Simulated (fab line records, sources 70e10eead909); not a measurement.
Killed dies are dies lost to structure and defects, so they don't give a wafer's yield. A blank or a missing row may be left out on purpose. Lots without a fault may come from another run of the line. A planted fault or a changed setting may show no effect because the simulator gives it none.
Chamber matching | flow nand_harc | NHARC_P_STI_ETCH_42 on rie_diel-06: 4 sister chambers
The step etches the open film in N2/H2, target depth 80 nm, overetch 24 nm, time 61 s. 20 wafers are shown with their chamber, then 10 later ones without.

WAFERS WITH THEIR CHAMBER
wafer  | chamber | showerhead_plenum_p_Torr (Torr) | drypump_motor_current_A (A) | rf_vpp_V (V)
L074.3 | 3       | 1.90                            | 5.5                         | 427.5
L074.5 | 1       | 1.90                            | 5.4                         | 426.4
L074.6 | 2       | 2.05                            | 5.6                         | 430.8
L076.2 | 3       | 1.90                            | 5.5                         | 424.9
L076.5 | 2       | 2.04                            | 5.5                         | 431.1
L076.6 | 3       | 1.90                            | 5.4                         | 428.0
L077.2 | 0       | 1.97                            | 5.2                         | 430.0
L077.3 | 2       | 2.05                            | 5.6                         | 429.6
L077.5 | 0       | 1.97                            | 5.2                         | 428.5
L078.1 | 3       | 1.90                            | 5.5                         | 427.5
L078.5 | 2       | 2.04                            | 5.6                         | 431.1
L078.6 | 3       | 1.90                            | 5.5                         | 426.0
L079.1 | 3       | 1.90                            | 5.5                         | 427.9
L079.5 | 1       | 1.90                            | 5.4                         | 427.1
L079.6 | 2       | 2.04                            | 5.5                         | 430.2
L084.1 | 1       | 1.89                            | 5.5                         | 425.2
L084.2 | 3       | 1.89                            | 5.5                         | 426.3
L084.6 | 2       | 2.04                            | 5.6                         | 431.1
L085.2 | 1       | 1.89                            | 5.4                         | 427.0
L085.3 | 2       | 2.04                            | 5.6                         | 429.2

SIGNATURES (means of the wafers above)
reading                  | chamber 0 | chamber 1 | chamber 2 | chamber 3 | scatter within a chamber
showerhead_plenum_p_Torr | 1.9700    | 1.8950    | 2.0429    | 1.8986    | 0.00453
drypump_motor_current_A  | 5.200     | 5.425     | 5.571     | 5.486     | 0.0436
rf_vpp_V                 | 429.250   | 426.425   | 430.443   | 426.871   | 0.976
Rule: a wafer's distance from a chamber is the root of the sum, over the readings, of the square of ((its reading less the chamber's mean) divided by the reading's scatter). The wafer belongs to the nearest chamber; if the next one is less than 2 further off, it can't be placed. The scatter: the root of (the sum of the squares of (reading less its chamber's mean) over the shown wafers, divided by (wafers less chambers)).

WAFERS WITHOUT THEIR CHAMBER
wafer  | showerhead_plenum_p_Torr (Torr) | drypump_motor_current_A (A) | rf_vpp_V (V)
L085.6 | 1.89                            | 5.4                         | 425.6
L089.2 | 1.89                            | 5.5                         | 426.3
L089.5 | 1.97                            | 5.2                         | 427.2
L089.6 | 1.89                            | 5.5                         | 426.3
L092.1 | 1.97                            | 5.2                         | 427.9
L092.2 | 1.89                            | 5.5                         | 426.5
L092.4 | 1.89                            | 5.5                         | 428.2
L094.1 | 1.89                            | 5.5                         | 425.9
L094.4 | 2.04                            | 5.6                         | 430.8
L094.5 | 1.89                            | 5.4                         | 426.1

WHICH CHAMBER EACH WENT THROUGH
wafer  | from the rows above     | in truth
L085.6 | can't be placed: 1 or 3 | 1
L089.2 | can't be placed: 3 or 1 | 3
L089.5 | 0                       | 0
L089.6 | can't be placed: 3 or 1 | 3
L092.1 | 0                       | 0
L092.2 | can't be placed: 3 or 1 | 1
L092.4 | can't be placed: 3 or 1 | 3
L094.1 | can't be placed: 1 or 3 | 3
L094.4 | 2                       | 2
L094.5 | can't be placed: 1 or 3 | 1
Placed correctly: 3 of 10. Can't be placed from these rows: 7 (the true chamber is among the candidates in 7). Placed wrongly: 0.
